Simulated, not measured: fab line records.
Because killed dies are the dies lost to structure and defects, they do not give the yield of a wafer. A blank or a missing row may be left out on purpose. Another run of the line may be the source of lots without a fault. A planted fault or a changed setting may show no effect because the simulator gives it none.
Split-lot trial | flow n5_finfet | 21 wafers read from 7 lots, route of 1938 steps

ABOUT THE SPLIT
At N5_BEOL_M7_EXPOSE_08 (exposes mask M7), the setting dose_mj was moved away from the recipe's 68.25 on 6 of the 21 wafers read, by -7.3% to -2.2%. This setting was run at the recipe's value on the other wafers.

FROM THE SPLIT TO THE READING: what the file shows between them, 15 steps
- N5_BEOL_M7_PEB_09: peb time 60 s
- N5_BEOL_M7_DEVELOP_10: develop time 30 s
- N5_BEOL_M7_CD_MEAS_11: target cd 38.5 nm
- N5_BEOL_M7_DESCUM_16: chemistry O2, time 7.9 s
- N5_BEOL_M7_ETCH_61: etches SiARC in CF4, target depth 45.5 nm, time 75.8 s
- N5_BEOL_M7_ETCH_62: etches SOC in N2/H2, target depth 110 nm, overetch 22 nm, time 165 s
- N5_BEOL_M7_STRIP_68: strips in N2/H2
- N5_BEOL_M7_STRIP_67: strips in CF4
- N5_BEOL_M7_HM_OPEN_17: chemistry Cl2/BCl3, target TiN, target depth 20 nm, overetch 6 nm
- N5_BEOL_M7_STRIP_19: strips in O2
- N5_BEOL_M7_CD_MEAS_18: pitch 80 nm, target cd 40 nm
- N5_BEOL_M7_COAT_63: time 60 s, resist thk 60 nm
- N5_BEOL_M7_COAT_64: time 60 s, resist thk 12 nm
- N5_BEOL_M7_PRECLEAN_42: cleans in residue remover, time 60 s
- N5_BEOL_M7_SRD_43: time 30 s

THE READING
Shown in nm: cd_nm at N5_BEOL_M7_CD_MEAS_35, with target cd 40 nm. A value of 40.1 nm with a standard deviation of 0.63 nm is what fault-free wafers of this fab line usually give.

wafer  | tool, chamber at the split | dose_mj as run | against the recipe | cd_nm, nm | against lot-mates on the recipe
L080.1 | arfi_scanner-01, 0         | 68.25          | recipe             | 40.6      | -
L080.5 | arfi_scanner-01, 0         | 65.68          | -3.8%              | 38.2      | -1.8
L080.6 | arfi_scanner-01, 0         | 68.25          | recipe             | 39.5      | -
L078.3 | arfi_scanner-01, 0         | 68.25          | recipe             | 41.1      | -
L078.4 | arfi_scanner-01, 0         | 63.64          | -6.8%              | 36.8      | -3.7
L078.6 | arfi_scanner-01, 0         | 68.25          | recipe             | 39.9      | -
L085.1 | arfi_scanner-02, 0         | 68.25          | recipe             | 39.9      | -
L085.4 | arfi_scanner-02, 0         | 68.25          | recipe             | 39.8      | -
L085.5 | arfi_scanner-02, 0         | 68.25          | recipe             | 39.5      | -
L086.3 | arfi_scanner-02, 0         | 63.24          | -7.3%              | 35.5      | -3.6
L086.5 | arfi_scanner-02, 0         | 63.24          | -7.3%              | 37.0      | -2.1
L086.6 | arfi_scanner-02, 0         | 68.25          | recipe             | 39.1      | -
L091.2 | arfi_scanner-01, 0         | 68.25          | recipe             | 39.7      | -
L091.3 | arfi_scanner-01, 0         | 68.25          | recipe             | 40.1      | -
L091.5 | arfi_scanner-01, 0         | 65.13          | -4.6%              | 38.0      | -1.9
L094.3 | arfi_scanner-03, 0         | 66.78          | -2.2%              | 39.7      | -0.8
L094.5 | arfi_scanner-03, 0         | 68.25          | recipe             | 40.3      | -
L094.6 | arfi_scanner-03, 0         | 68.25          | recipe             | 40.8      | -
L095.3 | arfi_scanner-03, 0         | 68.25          | recipe             | 40.6      | -
L095.4 | arfi_scanner-03, 0         | 68.25          | recipe             | 40.5      | -
L095.6 | arfi_scanner-03, 0         | 68.25          | recipe             | 40.6      | -

FIT RESULTS
A straight line over all 21 wafers: cd_nm changes by +0.51 nm for each +1% of dose_mj; r = +0.93; the points scatter about the line by 0.57 nm.
The same after taking each lot's own level away (the mean of its wafers on the recipe; 21 wafers): +0.436 nm for each +1%; r = +0.94; scatter 0.44 nm.
On that fit, the largest move of dose_mj shifts the reading by 3.2 nm.
The lots' own levels span 39.10 to 40.57 nm, that is 2.3 times the standard deviation above.
In other words, the slope is changed by the lot-to-lot level; the two fits disagree.
Check: -3.05 nm against its lot-mates is what the line predicts for one of the wafers moved furthest among these (-7.3%) when that wafer is left out of the fit. It came out at -3.6 nm against them.

THE OTHER SPLITS THESE WAFERS WENT THROUGH
Before the reading, these wafers also passed through other splits. Each is held against what the fit with the lots' levels taken away leaves over:
other split on the same wafers   | wafers away from the commonest value | r with cd_nm (lot level and that fit taken away)
N5_BEOL_M0_SAQP_ETCH_88 source_w | 3                                    | +0.15
N5_BEOL_M1_PECVD_72 time_s       | 9                                    | +0.24
N5_BEOL_M3_EXPOSE_25 dose_mj     | 7                                    | -0.03
N5_BEOL_M3_ETCH_70 time_s        | 4                                    | +0.11
N5_BEOL_M5_COAT_05 spin_rpm      | 8                                    | -0.20
N5_BEOL_M7_COAT_05 spin_rpm      | 8                                    | +0.34

THE WHOLE CHAIN: every reading that the file lists as answering this split, in the file's order
step                  | what it does                                                         | reading                                                               | change (the file's fit)               | r (the file's)
N5_BEOL_M7_CD_MEAS_11 | target cd 38.5 nm                                                    | cd_nm                                                                 | +0.482 nm for each +1% of the setting | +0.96
N5_BEOL_M7_ETCH_61    | etches SiARC in CF4, target depth 45.5 nm, time 75.8 s               | BEOL_M7.cd_offset_nm (the simulator's own value, which no gauge read) | +0.441 nm for each +1% of the setting | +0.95
N5_BEOL_M7_ETCH_62    | etches SOC in N2/H2, target depth 110 nm, overetch 22 nm, time 165 s | BEOL_M7.cd_offset_nm (the simulator's own value, which no gauge read) | +0.457 nm for each +1% of the setting | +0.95
N5_BEOL_M7_HM_OPEN_17 | chemistry Cl2/BCl3, target TiN, target depth 20 nm, overetch 6 nm    | BEOL_M7.cd_offset_nm (the simulator's own value, which no gauge read) | +0.469 nm for each +1% of the setting | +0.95
N5_BEOL_M7_CD_MEAS_18 | pitch 80 nm, target cd 40 nm                                         | cd_nm                                                                 | +0.481 nm for each +1% of the setting | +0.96
N5_BEOL_M7_CD_MEAS_35 | target cd 40 nm                                                      | cd_nm                                                                 | +0.46 nm for each +1% of the setting  | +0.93

FILE'S OWN FIT
cd_nm changes by +0.46 nm for each +1% of dose_mj, r = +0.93.
